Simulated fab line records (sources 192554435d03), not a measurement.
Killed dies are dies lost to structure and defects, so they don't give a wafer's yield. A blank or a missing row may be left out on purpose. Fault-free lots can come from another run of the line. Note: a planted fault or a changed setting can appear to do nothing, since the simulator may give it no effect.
The tool behind it: which one? + flow n5 finfet + 24 lots, 72 wafers sampled, at 1 step of a route of 1938

WHAT THE GAUGES READ, wafer by wafer
N5_BEOL_M4_THK_MEAS_53: measures by xrf.
| lot  | measured     | on            | M4_THK (nm)    |
|------|--------------|---------------|----------------|
| L074 | day 10 20:26 | film metro-01 | 36.5 41.3 40.2 |
| L077 | day 11 19:37 | film metro-02 | 41.8 38.2 40.4 |
| L076 | day 12 02:01 | film metro-02 | 35.1 37.1 35.2 |
| L075 | day 12 07:23 | film metro-01 | 42.4 38.3 41.0 |
| L080 | day 12 13:12 | film metro-01 | 43.1 37.7 38.7 |
| L078 | day 12 16:24 | film metro-01 | 37.1 41.5 38.5 |
| L082 | day 12 22:14 | film metro-02 | 41.4 37.8 37.8 |
| L079 | day 13 00:33 | film metro-02 | 40.0 38.4 40.0 |
| L086 | day 13 08:49 | film metro-02 | 38.6 39.2 36.7 |
| L084 | day 13 15:32 | film metro-02 | 40.1 39.2 41.2 |
| L081 | day 13 22:25 | film metro-01 | 40.0 41.3 38.8 |
| L083 | day 14 01:08 | film metro-02 | 39.7 40.6 39.2 |
| L085 | day 14 05:06 | film metro-02 | 40.5 35.1 37.3 |
| L090 | day 14 17:07 | film metro-01 | 41.7 35.5 41.2 |
| L089 | day 15 08:16 | film metro-01 | 41.9 40.3 42.6 |
| L087 | day 15 08:29 | film metro-01 | 42.5 40.1 42.5 |
| L088 | day 15 11:16 | film metro-02 | 39.3 39.0 40.0 |
| L091 | day 15 18:31 | film metro-01 | 40.1 36.6 34.9 |
| L092 | day 15 19:11 | film metro-02 | 34.2 40.5 41.3 |
| L094 | day 15 22:22 | film metro-01 | 40.3 35.9 41.6 |
| L096 | day 16 04:08 | film metro-01 | 38.2 42.4 35.3 |
| L093 | day 17 04:01 | film metro-02 | 39.3 39.1 40.5 |
| L095 | day 17 04:31 | film metro-02 | 38.8 42.5 40.2 |
| L097 | day 17 09:22 | film metro-01 | 40.6 37.9 40.8 |

TOOL THAT RAN EACH LOT (tool first, then ch and the chambers of the sampled wafers, then the start)
No process step before these readings appears in the record.

WHAT THE TOOLS THEMSELVES READ (means of the sampled wafers that have a number; where no wafer has one, the mark that the record gives instead)
The record holds no such reading with a usual standard deviation.

THE ANSWER, worked out from the rows above alone
Rule: the lots themselves supply what counts as usual. Put in order of their means at a reading, lots are off if they are a third of the lots or fewer, leave a main group of 4 or more, and stand apart from it by a gap of 3 or more times the standard deviation of the main group's means; of several such gaps the widest counts. A main group whose means are all the same, to the digits that the tables above print for the reading, isn't used. A lot without any number at a reading at which 4 lots or more have one is off too. Where the step has rows for the other lots, those lots are counted as sound. Order of review: gauges by route order, followed by the tools' own readings, for which a lot's mean as printed above is used. The first step at which some lot is off is used, and at that step the reading that is off furthest; a lot without a number counts as furthest.
No lot is off on any of the readings shown, so nothing can be concluded from this.

WHAT THE SIMULATOR PUT IN
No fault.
